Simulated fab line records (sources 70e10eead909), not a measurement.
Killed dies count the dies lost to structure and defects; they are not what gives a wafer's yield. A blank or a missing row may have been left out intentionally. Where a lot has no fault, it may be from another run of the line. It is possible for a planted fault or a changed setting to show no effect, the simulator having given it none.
Matching of chambers :: flow nand harc :: NHARC_A_STAIRCASE_DEP_156 on pecvd-04: 3 sister chambers
The step deposits SiNx, target thk 50 nm. 3 wafers are shown with their chamber, then 11 later ones without.

== WAFERS PAIRED WITH THEIR CHAMBERS ==
wafer: L081.5
chamber: 2
heater power w (W): 810

wafer: L081.6
chamber: 1
heater power w (W): 683

wafer: L082.2
chamber: 0
heater power w (W): 657

== WAFERS MISSING THEIR CHAMBER ==
wafer: L082.5
heater power w (W): 672

wafer: L082.6
heater power w (W): 691

wafer: L084.1
heater power w (W): 653

wafer: L084.3
heater power w (W): 919

wafer: L084.6
heater power w (W): 910

wafer: L090.1
heater power w (W): 634

wafer: L090.3
heater power w (W): 643

wafer: L090.6
heater power w (W): 636

wafer: L096.4
heater power w (W): 859

wafer: L096.5
heater power w (W): 612

wafer: L096.6
heater power w (W): 710

== THE CHAMBER EACH PASSED THROUGH ==
wafer: L082.5
from the rows above: can't be placed: 1 or 0
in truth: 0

wafer: L082.6
from the rows above: can't be placed: 1 or 0
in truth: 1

wafer: L084.1
from the rows above: can't be placed: 0 or 1
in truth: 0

wafer: L084.3
from the rows above: 2
in truth: 2

wafer: L084.6
from the rows above: 2
in truth: 2

wafer: L090.1
from the rows above: can't be placed: 0 or 1
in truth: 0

wafer: L090.3
from the rows above: can't be placed: 0 or 1
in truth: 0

wafer: L090.6
from the rows above: can't be placed: 0 or 1
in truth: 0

wafer: L096.4
from the rows above: 2
in truth: 2

wafer: L096.5
from the rows above: can't be placed: 0 or 1
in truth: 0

wafer: L096.6
from the rows above: can't be placed: 1 or 0 or 2
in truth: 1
Correct placement for 3 of the 11. Not placeable from these rows: 8 (in 8, the candidates include the true chamber). 0 placed wrongly.
How it was worked out, from the rows above alone: a wafer's distance from a chamber is the root of the sum, over the readings, of the square of ((its reading less the chamber's mean) divided by the reading's scatter). The wafer belongs to the nearest chamber; if the next one is less than 2 further off, it can't be placed. The mean given for a chamber averages the wafers shown for that chamber. The scatter: root of mean squared gap, hidden wafer to nearest shown wafer, with one shown wafer a chamber.
